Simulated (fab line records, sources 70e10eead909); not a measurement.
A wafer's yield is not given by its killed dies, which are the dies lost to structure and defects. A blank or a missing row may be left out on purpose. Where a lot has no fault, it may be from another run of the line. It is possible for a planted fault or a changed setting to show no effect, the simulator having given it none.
A lot that was struck, set against a sound lot | flow nand harc | 29 out of 1159 route steps
Sound: wafers L255.1, L255.3, L255.4. Wafers struck: L268.2, L268.3, L268.6. The cause is named last.
At each step with rows: each side's tool, then ch and its chambers, then its first start. Under that, the readings that differ: sound wafers | struck wafers | difference of the means | sigmas: that difference in standard deviations of wafers without a fault.
alike: words and numbers the same on both sides, and readings whose means are apart by under 2 such deviations; not compared: readings that were withheld, readings missing a value for some wafer, numbers with overlapping values and no deviation given by the record, and bounds like >300 which may hide the same value.
Wherever a step has rows on one side only, a row that says differs or no value, or a row with sigmas, the two part there. Non-overlapping numbers with no deviation appear without sigmas and do not part them. A reading missing from all wafers of one side parts the sides only when that side holds two or more wafers.

NHARC_P_GATE_RTA_64: time 1 s.
  sound on rtp anneal-01 ch 0, day 5 17:14; struck on rtp anneal-01 ch 0, day 9 11:56
  alike: lamp power pct, lamp_zone_5_pct, wafer_temp_C_max
then, 1 step without rows for these wafers: NHARC_P_GATE_ETCH_77 (etches SiO2 in dHF, target depth 6 nm).
NHARC_P_GATE_DEGAS_109: time 60 s.
  sound on pvd sputter-02, day 5 17:32; struck on pvd sputter-01, day 9 12:13
  alike: heater power w
then, 3 steps without rows for these wafers: NHARC_P_GATE_PRE_CLEAN_110 (time 30 s); NHARC_P_GATE_SPUTTER_78 (material Ni, target thk 10 nm); NHARC_P_GATE_SPUTTER_79 (material TiN, target thk 10 nm).
NHARC_P_GATE_RTA_80: time 30 s.
  sound on rtp anneal-02 ch 0, day 5 17:56; struck on rtp anneal-02 ch 0, day 9 12:34
  alike: lamp power pct, lamp_zone_5_pct, wafer_temp_C_max
then, 1 step without rows for these wafers: NHARC_P_GATE_STRIP_67 (strips in SPM, time 600 s).
NHARC_P_GATE_RTA_82: time 30 s.
  sound on rtp anneal-02 ch 0, day 5 18:26; struck on rtp anneal-02 ch 0, day 9 13:11
  alike: lamp power pct, lamp_zone_5_pct, wafer_temp_C_max
NHARC_P_GATE_INSPECT_68:
  sound on defect inspect-01, day 5 18:38; struck on defect inspect-02, day 9 13:30
  alike: raw defect count
then, 2 steps without rows for these wafers: NHARC_P_CONTACT_DEP_30 (deposits SiNx, target thk 30 nm); NHARC_P_CONTACT_DEP_00 (deposits SiO2, target thk 500 nm).
NHARC_P_CONTACT_CMP_01: polishes SiO2, target thk 200 nm.
  sound on cmp-02 ch 0,1,2, day 5 19:25; struck on cmp-03 ch 0,1, day 9 14:19
  alike: motor current A
then, 11 steps without rows for these wafers: NHARC_P_CONTACT_SRD_03; NHARC_P_CONTACT_DEHYDRATE_04 (time 120 s); NHARC_P_CONTACT_HMDS_05 (time 30 s); NHARC_P_CONTACT_COAT_33 (time 75 s); NHARC_P_CONTACT_COAT_34 (time 65 s); NHARC_P_CONTACT_COAT_06 (resist thk 90 nm); NHARC_P_CONTACT_SOFTBAKE_07 (time 55 s); NHARC_P_CONTACT_EBR_08; NHARC_P_CONTACT_EXPOSE_09 (exposes mask P CA, target cd 90 nm); NHARC_P_CONTACT_PEB_10 (peb time 65 s); NHARC_P_CONTACT_DEVELOP_11 (develop time 35 s).
NHARC_P_CONTACT_CD_MEAS_12: the cd target is 90 nm.
  sound on cd sem-03 ch 0, day 5 20:07; struck on cd sem-02 ch 0, day 9 15:08
  alike: cd nm
NHARC_P_CONTACT_OVL_MEAS_13:
  sound on overlay-02, day 5 20:13; struck on overlay-02, day 9 15:14
  alike: overlay x nm, overlay y nm
NHARC_P_CONTACT_INSPECT_14:
  sound on defect inspect-01, day 5 20:15; struck on defect inspect-02, day 9 15:16
  reading          | sound | struck      | difference | sigmas
  raw defect count | 2 3 2 | 837 860 798 | +829       | +99 or more
NHARC_P_CONTACT_DESCUM_17: chemistry O2, time 3 s.
  sound on rie diel-08 ch 0,1,2, day 5 20:19; struck on rie diel-04 ch 0,1, day 9 15:19
  alike: drypump motor current A, oes product au, rf vpp V, showerhead plenum p Torr, throttle valve pct
  not compared: rf hours counter h
-- break in the record here, with 14 days between the starts of the struck wafers on either side (left off in module P_CONTACT, picked up again in module END, where the first step shown is number 1159 on the route) --
NHARC_END_SORT_01:
  here the record holds rows for the struck wafers (prober-01 ch 0, day 23 18:58) but none for the sound ones

== WHERE THEY PART ==
Last at NHARC_END_SORT_01 as far as this record goes, first at NHARC_P_CONTACT_INSPECT_14.

WHY: the cause the simulator had injected
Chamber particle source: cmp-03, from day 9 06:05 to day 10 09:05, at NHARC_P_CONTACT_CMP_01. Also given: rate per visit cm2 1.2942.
